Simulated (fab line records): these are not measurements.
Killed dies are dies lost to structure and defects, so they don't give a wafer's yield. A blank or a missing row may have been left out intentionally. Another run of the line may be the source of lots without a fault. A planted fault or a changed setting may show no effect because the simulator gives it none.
fab line records	flow nandHarc
record lots=24	wafers=72	lastDay=33
route steps=1302 shown A_STAIRCASE@681
lots with no fault: from the same line, run without faults
startH: the number of hours between the record's first day and the start of the first shown wafer of the lot	waitH: hours elapsed since this lot's preceding step	" unchanged from the row above	L1.1+2: several wafers, shown together as one row	- no value, or no start given	* or withheld: withheld	< > ~ a bound
route shown NAME@n: a module of which the file shows steps, and the number in the route of the first	usual: mean and standard deviation over wafers with no fault	same: alike in all rows	chamber/n: place in a boat	sites: the reading at each site	_std_site: their standard deviation	_edge_site: inner sites' mean taken away from outer sites' mean	radiusMm: how far each site lies from the wafer's centre	mask NAME#n: copy n	behind: the most recent tool/chamber to have shaped the wafer	hold: reason for holding the lot/hours on hold/outcome of the hold	device: the n, p or np transistor that did not switch	end of line: the same wafers' tests at the end of the route	where a step has no rows: the recipe by itself	killed: dies that structure and defects cost at the first sort, which is not the same as the wafer's yield	map: the dies of a wafer, with x for killed, . for not killed, _ for no die there
set.NAME: setting as actually run; set.NAME@STEP: the setting as run at that earlier step	model.NAME: the simulator's own value behind a step, which no gauge read
a sample of lots followed through the steps of the route, with each step as a table and each wafer as a row
services: a tool's chamber out of use, with start hour (startH, from the record's first day; less than 0 if before it), hours out, and reason
## steps
# step NHARC_A_STAIRCASE_TRIM_24
# recipe timeS=211.2	o2FlowSccm=500	arFlowSccm=0	biasW=0	chemistry=O2
# usual drypumpMotorCurrentA=5.8/0.46	oesProductAu=1.001/0.0089	rfVppV=57.8/0.94	showerheadPlenumPTorr=3.49/0.091	throttleValvePct=17.038/0.0085
lot.wafer	tool	chamber	startH	waitH	drypumpMotorCurrentA	oesProductAu	rfHoursCounterH	rfVppV	showerheadPlenumPTorr	throttleValvePct
L074.4	rieDiel-10	2	-	-	6.0	0.990	42	58.1	3.66	17.043
L074.1	"	3	"	"	5.0	1.009	42	55.7	3.60	17.033
L074.5	"	1	"	"	6.5	1.022	-	56.6	3.52	17.035
L075.1	rieDiel-12	1	-	-	5.9	0.993	27	59.0	3.51	17.036
L075.4	"	2	"	"	5.8	0.997	27	56.4	3.54	17.037
L075.5	"	1	"	"	5.9	0.995	-	57.8	3.51	17.040
L078.3	rieDiel-06	2	-	-	4.6	1.008	24	58.9	3.58	17.029
L078.2	"	3	"	"	5.4	1.008	25	58.5	3.48	17.051
L078.4	"	3	"	"	5.3	1.000	-	56.0	3.48	17.041
L076.1	rieDiel-12	0	-	-	6.1	0.990	35	58.6	3.44	17.031
L076.3	"	1	"	"	5.9	0.998	35	57.4	3.51	17.034
L076.5	"	3	"	"	6.0	1.000	-	58.6	3.58	17.043
L077.1	rieDiel-06	1	-	-	6.0	1.016	23	57.0	3.35	17.052
L077.4	"	3	"	"	5.4	0.995	-	57.8	3.48	17.057
L077.3	"	1	"	"	6.0	1.018	-	58.1	3.35	17.046
L079.1	rieDiel-12	3	-	-	6.0	1.003	38	58.1	3.57	17.048
L079.6	"	0	"	"	6.1	0.990	-	57.1	3.44	17.031
L079.4	"	1	"	"	5.9	0.988	-	56.8	3.51	17.060
L081.3	rieDiel-12	0	-	-	6.1	0.988	42	55.9	3.44	17.011
L081.2	"	1	"	"	5.9	0.997	41	55.2	3.50	17.048
L081.6	"	3	"	"	6.0	0.998	-	57.8	3.57	17.040
L080.2	rieDiel-12	1	-	-	5.9	0.982	41	58.4	3.50	17.034
L080.4	"	2	"	"	5.8	0.991	40	59.1	3.53	17.035
L080.6	"	3	"	"	6.0	0.992	-	59.1	3.57	17.031
L084.1	rieDiel-06	1	-	-	6.0	1.015	45	56.6	3.34	17.026
L084.2	"	2	"	"	4.6	1.006	38	58.0	3.57	17.034
L084.6	"	2	"	"	4.6	1.004	-	58.1	3.57	17.033
L082.2	rieDiel-12	3	-	-	6.0	0.987	57	58.2	3.56	17.043
L082.6	"	3	"	"	6.0	0.992	-	58.3	3.56	17.045
L082.5	"	0	"	"	6.1	0.980	-	57.9	3.43	17.034
L083.2	rieDiel-06	1	-	-	6.0	1.010	47	57.2	3.34	17.024
L083.3	"	2	"	"	4.6	1.018	39	58.3	3.57	17.027
L083.4	"	3	"	"	5.3	0.994	43	59.0	3.47	17.047
L086.2	rieDiel-10	1	-	-	6.5	0.996	14	57.8	3.50	17.044
L086.4	"	2	"	"	6.0	0.999	16	59.8	3.64	17.029
L086.6	"	1	"	"	6.5	1.003	-	57.1	3.50	17.044
L085.3	rieDiel-12	1	-	-	5.9	0.999	11	57.4	3.49	17.036
L085.1	"	0	"	"	6.1	1.002	8	58.5	3.43	17.040
L085.6	"	1	"	"	5.9	1.000	-	57.2	3.49	17.030
L087.4	rieDiel-12	1	-	-	5.9	1.011	14	57.8	3.49	17.034
L087.2	"	2	"	"	5.8	1.001	13	58.9	3.51	17.030
L087.5	"	1	"	"	5.9	1.004	-	57.6	3.49	17.019
L088.2	rieDiel-06	0	-	-	6.4	1.005	2	58.1	3.58	17.047
L088.3	"	3	"	"	5.3	1.001	1	57.3	3.46	17.037
L088.5	"	0	"	"	6.4	1.010	-	56.1	3.58	17.042
L089.4	rieDiel-10	1	-	-	6.5	0.996	23	58.5	3.49	17.050
L089.2	"	2	"	"	5.9	0.991	26	58.9	3.64	17.031
L089.3	"	0	"	"	5.6	1.009	22	58.3	3.29	17.049
L091.3	rieDiel-12	3	-	-	6.0	1.003	19	57.3	3.55	17.033
L091.2	"	2	"	"	5.8	1.000	19	57.1	3.51	17.024
L091.6	"	3	"	"	6.0	0.997	-	58.8	3.55	17.048
L090.3	rieDiel-06	2	-	-	4.6	1.003	7	58.1	3.56	17.022
L090.2	"	0	"	"	6.3	1.015	7	59.2	3.57	17.052
L090.6	"	2	"	"	4.6	1.003	-	57.8	3.56	17.036
L092.3	rieDiel-10	3	-	-	5.0	1.000	36	58.2	3.57	17.035
L092.6	"	0	"	"	5.7	1.011	-	58.6	3.29	17.054
L092.5	"	1	"	"	6.5	0.996	-	57.7	3.48	17.042
L093.4	rieDiel-12	3	-	-	6.0	1.001	26	57.4	3.55	17.033
L093.1	"	2	"	"	5.8	0.997	24	59.5	3.50	17.044
L093.5	"	3	"	"	6.0	1.004	-	58.5	3.55	17.030
L094.4	rieDiel-12	3	-	-	6.0	1.000	33	57.9	3.54	17.040
L094.5	"	2	"	"	5.8	0.998	-	57.4	3.50	17.046
L094.6	"	3	"	"	6.0	1.001	-	57.4	3.54	17.036
L095.3	rieDiel-06	2	-	-	4.6	1.001	24	58.3	3.55	17.049
L095.1	"	0	"	"	6.4	1.006	23	58.8	3.57	17.033
L095.2	"	1	"	"	6.0	0.995	25	57.8	3.32	17.045
L096.1	rieDiel-12	0	-	-	6.1	1.004	36	57.4	3.41	17.032
L096.2	"	1	"	"	5.9	1.006	37	58.6	3.47	17.051
L096.6	"	2	"	"	5.8	0.987	-	57.1	3.50	17.039
L097.3	rieDiel-10	3	-	-	5.0	1.002	51	58.2	3.56	17.047
L097.1	"	2	"	"	6.0	0.988	58	58.2	3.62	17.034
L097.5	"	3	"	"	5.0	0.996	-	58.6	3.56	17.032
# step NHARC_A_STAIRCASE_STRIP_175
# recipe powerW=1500	tempC=250	chemistry=O2
# usual drypumpMotorCurrentA=5.7/0.38	heaterPowerW=340/36
lot.wafer	tool	chamber	startH	waitH	drypumpMotorCurrentA	heaterPowerW	rfHoursCounterH
L074.1	plasmaAsher-01	1	356.00	0.1	5.6	293	1
L074.4	"	0	"	"	6.2	391	-
L074.5	"	0	"	"	6.2	378	-
L075.1	plasmaAsher-01	0	361.65	0.1	6.2	382	3
L075.4	"	1	"	"	5.5	288	-
L075.5	"	0	"	"	6.2	385	-
L078.2	plasmaAsher-02	0	390.31	0.1	5.7	343	30
L078.3	"	0	"	"	5.7	347	-
L078.4	"	1	"	"	5.2	330	-
L076.1	plasmaAsher-02	0	390.64	0.2	5.7	354	31
L076.3	"	1	"	"	5.2	340	-
L076.5	"	0	"	"	5.7	351	-
L077.1	plasmaAsher-01	0	393.49	0.1	6.2	385	8
L077.4	"	1	"	"	5.5	295	-
L077.3	"	0	"	"	6.2	377	-
L079.1	plasmaAsher-02	0	401.30	0.1	5.7	352	34
L079.4	"	0	"	"	5.7	355	-
L079.6	"	0	"	"	5.7	352	-
L081.2	plasmaAsher-02	1	411.69	0.1	5.2	338	37
L081.3	"	0	"	"	5.7	347	-
L081.6	"	0	"	"	5.7	344	-
L080.2	plasmaAsher-01	1	412.04	0.1	5.5	294	11
L080.4	"	1	"	"	5.6	299	-
L080.6	"	1	"	"	5.6	289	-
L084.2	plasmaAsher-02	0	439.25	0.1	5.6	354	2
L084.1	"	1	"	"	5.2	334	2
L084.6	"	0	"	"	5.7	359	-
L083.2	plasmaAsher-02	0	444.43	0.1	5.7	354	3
L083.3	"	1	"	"	5.2	332	-
L083.4	"	0	"	"	5.6	356	-
L082.2	plasmaAsher-01	0	444.63	0.1	6.2	389	18
L082.6	"	1	"	"	5.5	303	-
L082.5	"	0	"	"	6.2	385	-
L086.2	plasmaAsher-01	1	478.84	0.1	5.6	302	24
L086.4	"	1	"	"	5.6	302	-
L086.6	"	0	"	"	6.2	385	-
L085.1	plasmaAsher-02	1	478.94	0.1	5.2	331	10
L085.3	"	0	"	"	5.7	358	-
L085.6	"	1	"	"	5.2	333	-
L087.2	plasmaAsher-01	0	491.09	0.1	6.2	383	27
L087.4	"	1	"	"	5.6	282	-
L087.5	"	0	"	"	6.2	391	-
L088.2	plasmaAsher-01	0	499.94	0.1	6.2	384	28
L088.3	"	0	"	"	6.2	377	-
L088.5	"	1	"	"	5.5	301	-
L089.2	plasmaAsher-02	1	504.99	0.1	5.2	329	16
L089.4	"	0	"	"	5.7	351	-
L089.3	"	1	"	"	5.2	322	-
L091.2	plasmaAsher-02	0	514.89	0.1	5.7	356	18
L091.3	"	1	"	"	5.2	328	-
L091.6	"	1	"	"	5.1	341	-
L090.2	plasmaAsher-01	0	518.45	0.1	6.2	381	32
L090.3	"	1	"	"	5.6	299	-
L090.6	"	1	"	"	5.6	297	-
L092.3	plasmaAsher-01	1	530.13	0.2	5.6	293	-
L092.6	"	1	"	"	5.6	294	-
L092.5	"	0	"	"	6.3	386	-
L093.1	plasmaAsher-01	0	530.89	0.1	6.3	386	1
L093.4	"	1	"	"	5.5	297	-
L093.5	"	0	"	"	6.3	380	-
L094.4	plasmaAsher-02	0	560.71	0.2	5.6	346	-
L094.6	"	1	"	"	5.2	328	-
L094.5	"	0	"	"	5.6	356	-
L095.1	plasmaAsher-01	1	561.03	0.1	5.5	293	6
L095.2	"	0	"	"	6.2	364	6
L095.3	"	1	"	"	5.5	288	-
L096.1	plasmaAsher-01	0	570.38	0.1	6.3	368	8
L096.2	"	1	"	"	5.5	286	8
L096.6	"	1	"	"	5.5	280	-
L097.1	plasmaAsher-01	0	585.27	0.1	6.2	376	11
L097.3	"	0	"	"	6.2	376	-
L097.5	"	0	"	"	6.2	376	-
# step NHARC_A_STAIRCASE_DESCUM_186
# recipe timeS=3	o2FlowSccm=200	arFlowSccm=0	biasPowerW=0	chemistry=O2
# usual drypumpMotorCurrentA=5.7/0.53	oesProductAu=1.004/0.0081	rfVppV=57.8/0.87	showerheadPlenumPTorr=1.89/0.06	throttleValvePct=11.310/0.0085
lot.wafer	tool	chamber	startH	waitH	drypumpMotorCurrentA	oesProductAu	rfHoursCounterH	rfVppV	showerheadPlenumPTorr	throttleValvePct
L074.4	rieDiel-06	2	357.51	-	4.6	1.011	12	56.9	1.95	11.305
L074.1	"	3	"	"	5.3	1.009	13	58.8	1.89	11.314
L074.5	"	2	"	"	4.6	1.020	-	58.6	1.95	11.292
L075.4	rieDiel-10	0	363.06	-	5.7	1.006	46	58.6	1.79	11.321
L075.1	"	2	"	"	5.9	0.989	44	57.8	1.99	11.312
L075.5	"	0	"	"	5.7	1.002	-	57.7	1.79	11.321
L078.3	rieDiel-10	1	391.84	-	6.5	1.001	54	57.9	1.90	11.299
L078.4	"	2	"	"	6.0	0.994	55	58.5	1.99	11.305
L078.2	"	3	"	"	5.0	1.008	56	57.9	1.95	11.307
L076.1	rieDiel-10	0	392.12	-	5.6	1.010	57	58.2	1.78	11.318
L076.3	"	1	"	"	6.5	0.986	54	60.1	1.90	11.307
L076.5	"	2	"	"	5.9	0.983	-	58.5	1.99	11.316
L077.1	rieDiel-12	2	394.96	-	5.8	0.999	35	58.3	1.92	11.317
L077.4	"	0	"	"	6.1	0.993	36	57.0	1.86	11.302
L077.3	"	1	"	"	5.9	0.997	36	57.1	1.90	11.303
L079.1	rieDiel-06	2	402.84	-	4.6	1.002	25	58.0	1.94	11.320
L079.4	"	1	"	"	6.0	1.006	-	57.1	1.81	11.305
L079.6	"	2	"	"	4.6	1.007	-	57.9	1.94	11.324
L081.2	rieDiel-10	0	413.08	-	5.7	1.015	63	57.4	1.78	11.324
L081.3	"	3	"	"	5.0	1.013	63	58.5	1.95	11.305
L081.6	"	0	"	"	5.6	1.025	-	57.8	1.78	11.315
L080.4	rieDiel-10	3	413.50	-	5.0	1.004	63	58.1	1.95	11.326
L080.2	"	2	"	"	6.0	1.002	62	58.2	1.99	11.303
L080.6	"	0	"	"	5.7	1.017	-	57.4	1.78	11.304
L084.1	rieDiel-10	1	440.80	-	6.5	1.004	3	56.4	1.90	11.316
L084.2	"	2	"	"	6.0	1.000	2	57.4	1.98	11.294
L084.6	"	0	"	"	5.7	0.998	-	57.1	1.78	11.305
L083.2	rieDiel-10	3	445.91	-	5.0	1.009	3	56.9	1.95	11.304
L083.3	"	0	"	"	5.7	1.002	4	57.4	1.78	11.311
L083.4	"	1	"	"	6.5	1.003	4	57.3	1.90	11.309
L082.2	rieDiel-12	2	446.11	-	5.8	0.994	61	58.1	1.91	11.302
L082.6	"	1	"	"	5.9	0.994	-	59.6	1.89	11.311
L082.5	"	2	"	"	5.8	0.998	-	59.3	1.91	11.309
L086.2	rieDiel-06	2	480.38	-	4.6	1.015	50	57.7	1.94	11.308
L086.4	"	1	"	"	6.0	1.007	-	56.8	1.80	11.327
L086.6	"	2	"	"	4.6	1.010	-	58.9	1.94	11.307
L085.1	rieDiel-12	0	480.52	-	6.1	0.997	9	58.2	1.85	11.313
L085.3	"	2	"	"	5.8	1.006	10	58.0	1.90	11.305
L085.6	"	0	"	"	6.1	1.001	-	56.8	1.86	11.302
L087.2	rieDiel-12	2	492.49	-	5.8	1.003	13	58.8	1.90	11.316
L087.4	"	3	"	"	6.0	0.999	13	56.7	1.93	11.321
L087.5	"	1	"	"	5.9	1.000	-	57.3	1.89	11.295
L088.2	rieDiel-12	1	501.29	-	5.9	1.000	16	58.7	1.89	11.316
L088.3	"	2	"	"	5.8	0.994	16	57.9	1.90	11.306
L088.5	"	0	"	"	6.1	0.995	-	58.2	1.85	11.322
L089.4	rieDiel-06	1	506.47	-	6.0	1.000	4	56.2	1.80	11.315
L089.2	"	2	"	"	4.6	1.000	3	58.8	1.93	11.312
L089.3	"	3	"	"	5.3	1.010	3	57.8	1.87	11.307
L091.2	rieDiel-12	2	516.25	-	5.7	0.991	20	58.7	1.90	11.302
L091.3	"	0	"	"	6.1	1.002	20	57.1	1.85	11.312
L091.6	"	2	"	"	5.8	0.991	-	59.0	1.90	11.323
L090.3	rieDiel-06	2	520.22	-	4.6	1.007	8	57.8	1.93	11.313
L090.2	"	1	"	"	6.0	1.005	8	55.7	1.80	11.302
L090.6	"	2	"	"	4.6	1.007	-	58.7	1.93	11.320
L092.3	rieDiel-12	3	531.44	-	6.0	1.001	27	58.6	1.92	11.318
L092.5	"	3	"	"	6.0	1.006	-	57.0	1.92	11.314
L092.6	"	0	"	"	6.1	0.997	-	56.4	1.85	11.291
L093.4	rieDiel-06	0	532.29	-	6.4	1.017	12	57.4	1.94	11.315
L093.1	"	1	"	"	6.0	1.004	13	57.1	1.79	11.316
L093.5	"	0	"	"	6.4	1.008	-	56.6	1.94	11.295
L094.4	rieDiel-10	3	562.18	-	5.0	0.999	44	58.4	1.93	11.306
L094.5	"	1	"	"	6.5	1.002	-	58.9	1.88	11.301
L094.6	"	2	"	"	5.9	1.001	-	58.6	1.97	11.309
L095.1	rieDiel-10	2	562.57	-	6.0	1.000	50	58.4	1.97	11.321
L095.3	"	0	"	"	5.6	1.007	40	55.1	1.77	11.304
L095.2	"	1	"	"	6.5	1.001	45	57.3	1.88	11.301
L096.2	rieDiel-06	0	571.92	-	6.3	1.007	27	58.5	1.93	11.311
L096.1	"	1	"	"	6.0	1.007	29	57.4	1.79	11.309
L096.6	"	0	"	"	6.4	1.008	-	58.0	1.93	11.322
L097.3	rieDiel-06	2	586.77	-	4.6	1.016	35	57.4	1.92	11.296
L097.1	"	3	"	"	5.3	1.005	34	57.3	1.86	11.313
L097.5	"	2	"	"	4.6	1.000	-	57.9	1.92	11.317
# step NHARC_A_STAIRCASE_ETCH_197
# recipe targetDepthA=1000	timeS=40.5	ionEnergyEv=400	c4f8FlowSccm=20	o2FlowSccm=10	arFlowSccm=withheld	rfW=600	biasW=1000	chemistry=C4F8/O2
# usual oesProductAu=0.947/0.014	rfVppV=895/3.9
lot.wafer	tool	chamber	startH	waitH	oesProductAu	rfHoursCounterH	rfVppV
L074.1	rieDiel-12	3	-	-	0.979	27	897
L074.4	"	1	"	"	0.967	26	895
L074.5	"	3	"	"	0.973	-	899
L075.1	rieDiel-12	1	-	-	0.958	28	896
L075.4	"	0	"	"	0.949	28	892
L075.5	"	2	"	"	0.970	-	896
L078.2	rieDiel-12	2	-	-	0.982	35	897
L078.3	"	3	"	"	0.981	35	896
L078.4	"	1	"	"	0.951	36	895
L076.1	rieDiel-10	3	-	-	0.944	58	898
L076.3	"	2	"	"	0.937	56	901
L076.5	"	3	"	"	0.957	-	898
L077.3	rieDiel-10	0	-	-	0.961	59	888
L077.1	"	1	"	"	0.954	56	895
L077.4	"	1	"	"	0.946	-	895
L079.4	rieDiel-12	0	-	-	0.924	39	893
L079.1	"	2	"	"	0.947	37	896
L079.6	"	0	"	"	0.924	-	894
L081.3	rieDiel-10	3	-	-	0.943	64	897
L081.2	"	0	"	"	0.953	65	889
L081.6	"	2	"	"	0.929	-	901
L080.2	rieDiel-10	1	-	-	0.934	63	895
L080.4	"	0	"	"	0.947	66	887
L080.6	"	1	"	"	0.942	-	897
L084.1	rieDiel-06	2	-	-	0.934	38	898
L084.2	"	3	"	"	0.936	42	894
L084.6	"	0	"	"	0.952	-	898
L083.4	rieDiel-10	1	-	-	0.939	4	894
L083.2	"	2	"	"	0.926	4	902
L083.3	"	3	"	"	0.933	4	899
L082.2	rieDiel-06	0	-	-	0.947	21	898
L082.5	"	2	"	"	0.936	-	897
L082.6	"	3	"	"	0.920	-	893
L086.2	rieDiel-06	2	-	-	0.927	51	897
L086.4	"	2	"	"	0.941	-	897
L086.6	"	3	"	"	0.934	-	893
L085.3	rieDiel-06	1	-	-	0.965	60	887
L085.1	"	2	"	"	0.958	52	897
L085.6	"	1	"	"	0.969	-	887
L087.4	rieDiel-10	3	-	-	0.977	21	896
L087.2	"	0	"	"	0.964	19	885
L087.5	"	3	"	"	0.971	-	897
L088.3	rieDiel-12	1	-	-	0.959	17	895
L088.2	"	3	"	"	0.944	16	897
L088.5	"	0	"	"	0.953	-	893
L089.2	rieDiel-12	0	-	-	0.962	18	893
L089.3	"	1	"	"	0.960	19	895
L089.4	"	2	"	"	0.968	17	896
L091.2	rieDiel-12	3	-	-	0.938	20	896
L091.3	"	0	"	"	0.959	21	893
L091.6	"	3	"	"	0.947	-	898
L090.3	rieDiel-06	1	-	-	0.945	10	888
L090.2	"	2	"	"	0.938	10	897
L090.6	"	2	"	"	0.942	-	896
L092.3	rieDiel-12	2	-	-	0.937	25	895
L092.5	"	1	"	"	0.943	-	894
L092.6	"	2	"	"	0.934	-	894
L093.4	rieDiel-10	3	-	-	0.950	37	896
L093.1	"	1	"	"	0.956	35	893
L093.5	"	3	"	"	0.934	-	898
L094.4	rieDiel-10	1	-	-	0.940	46	895
L094.5	"	3	"	"	0.946	-	897
L094.6	"	0	"	"	0.946	-	887
L095.1	rieDiel-10	2	-	-	0.922	52	900
L095.2	"	0	"	"	0.943	41	887
L095.3	"	1	"	"	0.937	47	894
L096.1	rieDiel-12	3	-	-	0.964	36	897
L096.2	"	1	"	"	0.946	37	892
L096.6	"	3	"	"	0.968	-	898
L097.3	rieDiel-06	2	-	-	0.948	36	896
L097.1	"	3	"	"	0.949	35	893
L097.5	"	2	"	"	0.945	-	895
# step NHARC_A_STAIRCASE_ETCH_223
# recipe targetDepthA=1000	timeS=40.5	ionEnergyEv=400	c4f8FlowSccm=20	o2FlowSccm=10	arFlowSccm=withheld	rfW=600	biasW=1000	chemistry=C4F8/O2
# usual oesProductAu=0.944/0.011	rfVppV=895/3.9
lot.wafer	tool	chamber	startH	waitH	oesProductAu	rfHoursCounterH	rfVppV
L074.1	rieDiel-10	0	-	-	0.937	45	888
L074.4	"	1	"	"	0.946	44	896
L074.5	"	3	"	"	0.947	-	899
L075.4	rieDiel-10	1	-	-	0.952	45	895
L075.1	"	2	"	"	0.942	44	899
L075.5	"	0	"	"	0.941	-	889
L078.2	rieDiel-12	1	-	-	0.949	37	895
L078.4	"	3	"	"	0.928	36	898
L078.3	"	0	"	"	0.924	37	893
L076.3	rieDiel-12	2	-	-	0.923	36	897
L076.1	"	0	"	"	0.921	37	893
L076.5	"	2	"	"	0.924	-	896
L077.4	rieDiel-10	0	-	-	0.958	60	888
L077.1	"	1	"	"	0.957	56	895
L077.3	"	3	"	"	0.945	60	897
L079.1	rieDiel-06	2	-	-	0.957	26	897
L079.6	"	2	"	"	0.947	-	900
L079.4	"	3	"	"	0.942	-	893
L081.2	rieDiel-06	1	-	-	0.948	36	888
L081.3	"	2	"	"	0.941	29	898
L081.6	"	3	"	"	0.934	-	895
L080.4	rieDiel-12	1	-	-	0.951	48	894
L080.2	"	3	"	"	0.933	47	897
L080.6	"	1	"	"	0.948	-	896
L084.2	rieDiel-12	2	-	-	0.946	61	897
L084.1	"	1	"	"	0.950	59	895
L084.6	"	3	"	"	0.929	-	896
L082.2	rieDiel-06	1	-	-	0.967	48	889
L082.5	"	2	"	"	0.946	-	896
L082.6	"	3	"	"	0.943	-	893
L083.3	rieDiel-10	1	-	-	0.950	6	894
L083.4	"	2	"	"	0.938	6	901
L083.2	"	0	"	"	0.950	7	887
L086.2	rieDiel-12	3	-	-	0.941	12	897
L086.4	"	1	"	"	0.939	14	894
L086.6	"	0	"	"	0.931	-	892
L085.3	rieDiel-10	3	-	-	0.948	19	897
L085.1	"	0	"	"	0.945	17	887
L085.6	"	2	"	"	0.946	-	899
L087.2	rieDiel-10	3	-	-	0.962	22	898
L087.4	"	1	"	"	0.938	21	894
L087.5	"	3	"	"	0.957	-	897
L088.3	rieDiel-06	3	-	-	0.969	2	895
L088.2	"	0	"	"	0.962	3	899
L088.5	"	3	"	"	0.973	-	892
L089.2	rieDiel-06	0	-	-	0.975	5	898
L089.4	"	2	"	"	0.948	5	898
L089.3	"	3	"	"	0.959	4	892
L091.2	rieDiel-06	1	-	-	0.924	8	888
L091.3	"	3	"	"	0.935	8	893
L091.6	"	1	"	"	0.933	-	888
L090.3	rieDiel-12	2	-	-	0.944	23	896
L090.2	"	0	"	"	0.958	25	891
L090.6	"	1	"	"	0.964	-	896
L092.3	rieDiel-12	1	-	-	0.957	26	895
L092.6	"	2	"	"	0.924	-	895
L092.5	"	3	"	"	0.939	-	896
L093.4	rieDiel-06	0	-	-	0.950	14	897
L093.1	"	3	"	"	0.948	14	892
L093.5	"	1	"	"	0.941	-	888
L094.4	rieDiel-06	2	-	-	0.952	29	896
L094.5	"	3	"	"	0.940	-	893
L094.6	"	0	"	"	0.951	-	897
L095.1	rieDiel-10	1	-	-	0.941	48	895
L095.3	"	3	"	"	0.952	47	897
L095.2	"	0	"	"	0.948	42	887
L096.2	rieDiel-12	2	-	-	0.938	38	894
L096.1	"	3	"	"	0.953	37	899
L096.6	"	1	"	"	0.946	-	892
L097.3	rieDiel-10	1	-	-	0.939	59	892
L097.1	"	2	"	"	0.925	63	900
L097.5	"	3	"	"	0.927	-	899
# step NHARC_A_STAIRCASE_ETCH_234
# recipe targetDepthA=1000	timeS=40.5	ionEnergyEv=400	c4f8FlowSccm=20	o2FlowSccm=10	arFlowSccm=withheld	rfW=600	biasW=1000	chemistry=C4F8/O2
# usual oesProductAu=0.946/0.014	rfVppV=895/3.6
lot.wafer	tool	chamber	startH	waitH	oesProductAu	rfHoursCounterH	rfVppV
L074.1	rieDiel-06	1	-	-	0.969	14	890
L074.4	"	3	"	"	0.954	16	894
L074.5	"	1	"	"	0.968	-	889
L075.1	rieDiel-12	0	-	-	0.946	29	894
L075.4	"	1	"	"	0.948	29	895
L075.5	"	1	"	"	0.945	-	897
L078.4	rieDiel-12	1	-	-	0.947	37	897
L078.3	"	3	"	"	0.929	37	897
L078.2	"	0	"	"	0.932	38	894
L076.1	rieDiel-10	0	-	-	0.970	59	888
L076.3	"	1	"	"	0.961	56	895
L076.5	"	2	"	"	0.932	-	900
L077.1	rieDiel-10	2	-	-	0.940	57	902
L077.4	"	3	"	"	0.947	60	899
L077.3	"	1	"	"	0.945	57	896
L079.4	rieDiel-12	0	-	-	0.951	41	893
L079.1	"	1	"	"	0.943	40	895
L079.6	"	0	"	"	0.946	-	893
L081.3	rieDiel-06	3	-	-	0.944	40	895
L081.2	"	1	"	"	0.946	37	888
L081.6	"	2	"	"	0.948	-	899
L080.2	rieDiel-12	2	-	-	0.936	49	895
L080.4	"	3	"	"	0.932	48	897
L080.6	"	1	"	"	0.940	-	895
L084.2	rieDiel-06	1	-	-	0.950	47	887
L084.1	"	0	"	"	0.937	20	899
L084.6	"	1	"	"	0.953	-	889
L082.2	rieDiel-06	2	-	-	0.964	41	897
L082.5	"	3	"	"	0.955	-	894
L082.6	"	0	"	"	0.946	-	897
L083.3	rieDiel-10	1	-	-	0.935	7	895
L083.2	"	2	"	"	0.933	7	899
L083.4	"	3	"	"	0.955	7	898
L086.2	rieDiel-12	1	487.09	-	0.984	14	894
L086.4	"	0	"	"	0.994	13	892
L086.6	"	1	"	"	1.002	-	895
L085.1	rieDiel-10	0	-	-	0.931	18	886
L085.3	"	2	"	"	0.927	21	900
L085.6	"	1	"	"	0.928	-	896
L087.2	rieDiel-10	2	-	-	0.935	24	901
L087.4	"	3	"	"	0.930	23	898
L087.5	"	1	"	"	0.947	-	896
L088.2	rieDiel-06	1	-	-	0.954	4	889
L088.3	"	2	"	"	0.945	3	896
L088.5	"	1	"	"	0.945	-	889
L089.4	rieDiel-12	0	-	-	0.951	19	892
L089.3	"	1	"	"	0.936	20	894
L089.2	"	2	"	"	0.938	19	895
L091.3	rieDiel-06	1	-	-	0.936	10	888
L091.2	"	2	"	"	0.948	11	898
L091.6	"	0	"	"	0.939	-	899
L090.3	rieDiel-10	2	-	-	0.944	38	899
L090.2	"	3	"	"	0.949	35	899
L090.6	"	1	"	"	0.920	-	895
L092.3	rieDiel-06	0	-	-	0.941	14	897
L092.6	"	3	"	"	0.952	-	894
L092.5	"	0	"	"	0.939	-	897
L093.1	rieDiel-06	3	-	-	0.954	15	894
L093.4	"	2	"	"	0.947	16	897
L093.5	"	0	"	"	0.945	-	896
L094.4	rieDiel-06	3	-	-	0.927	27	893
L094.5	"	2	"	"	0.929	-	896
L094.6	"	3	"	"	0.925	-	893
L095.3	rieDiel-06	3	-	-	0.953	27	893
L095.1	"	0	"	"	0.956	27	896
L095.2	"	2	"	"	0.946	30	896
L096.2	rieDiel-12	3	-	-	0.946	38	898
L096.1	"	1	"	"	0.940	38	894
L096.6	"	3	"	"	0.947	-	895
L097.3	rieDiel-12	2	-	-	0.947	44	896
L097.1	"	1	"	"	0.943	44	894
L097.5	"	2	"	"	0.950	-	894
## services
tool	chamber	startH	hours	kind
plasmaAsher-01	-	342.00	9.0	pm
rieDiel-12	0	353.02	-	clean
rieDiel-12	1	353.02	-	clean
rieDiel-12	2	353.02	-	clean
rieDiel-12	3	353.02	-	clean
plasmaAsher-02	-	377.13	1.9	repair
rieDiel-12	0	377.52	-	clean
rieDiel-12	1	377.52	-	clean
rieDiel-12	2	377.52	-	clean
rieDiel-12	3	377.52	-	clean
rieDiel-06	0	382.08	59.9	repair
rieDiel-06	2	392.11	8.8	repair
rieDiel-10	2	393.98	2.7	repair
plasmaAsher-01	-	396.92	2.2	repair
plasmaAsher-01	-	401.90	0.7	repair
rieDiel-10	-	419.65	9.0	pm
plasmaAsher-02	-	426.08	9.0	pm
rieDiel-06	3	426.35	13.7	repair
rieDiel-12	-	446.86	9.0	pm
rieDiel-06	0	474.62	15.1	repair
rieDiel-06	-	486.56	9.0	pm
plasmaAsher-01	-	519.00	9.0	pm
rieDiel-06	3	557.88	3.3	repair
rieDiel-12	0	570.96	13.3	repair
## key
fault none
